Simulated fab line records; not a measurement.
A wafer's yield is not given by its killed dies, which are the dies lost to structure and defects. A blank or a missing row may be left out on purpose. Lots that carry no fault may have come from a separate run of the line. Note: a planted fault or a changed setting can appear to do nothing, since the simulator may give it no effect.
Chamber matching	flow n5_finfet	pecvd-03 running N5_BEOL_M8_DEP_56: 3 sister chambers
The step deposits SiCN from 3MS/NH3, target thk 10 nm, time 17.5 s. 3 wafers are shown with their chamber, then 11 later ones without.

## WAFERS, EACH WITH ITS CHAMBER
wafer	chamber	throttle_valve_pct (%)
L085.1	0	9.8
L085.6	2	8.2
L084.2	1	8.4

## WAFERS WITH NO CHAMBER GIVEN
wafer	throttle_valve_pct (%)
L084.4	8.1
L084.5	8.7
L087.3	8.0
L087.4	8.7
L087.5	9.8
L096.1	8.3
L096.2	8.7
L096.4	8.1
L097.3	8.2
L097.5	8.1
L097.6	9.7

## WHICH CHAMBER EACH ONE RAN IN
wafer	from the rows above	in truth
L084.4	can't be placed: 2 or 1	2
L084.5	can't be placed: 1 or 2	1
L087.3	can't be placed: 2 or 1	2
L087.4	can't be placed: 1 or 2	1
L087.5	0	0
L096.1	can't be placed: 1 or 2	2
L096.2	can't be placed: 1 or 2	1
L096.4	can't be placed: 2 or 1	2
L097.3	can't be placed: 2 or 1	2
L097.5	can't be placed: 2 or 1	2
L097.6	0	0
2 of 11 placed correctly. Can't be placed from these rows: 9 (the true chamber is among the candidates in 9). Placed wrongly: 0.
How it was worked out, from the rows above alone: a wafer's distance from a chamber is the root of the sum, over the readings, of the square of ((its reading less the chamber's mean) divided by the reading's scatter). The wafer belongs to the nearest chamber; if the next one is less than 2 further off, it can't be placed. The mean given for a chamber averages the wafers shown for that chamber. The scatter: root of mean squared gap, hidden wafer to nearest shown wafer, with one shown wafer a chamber.
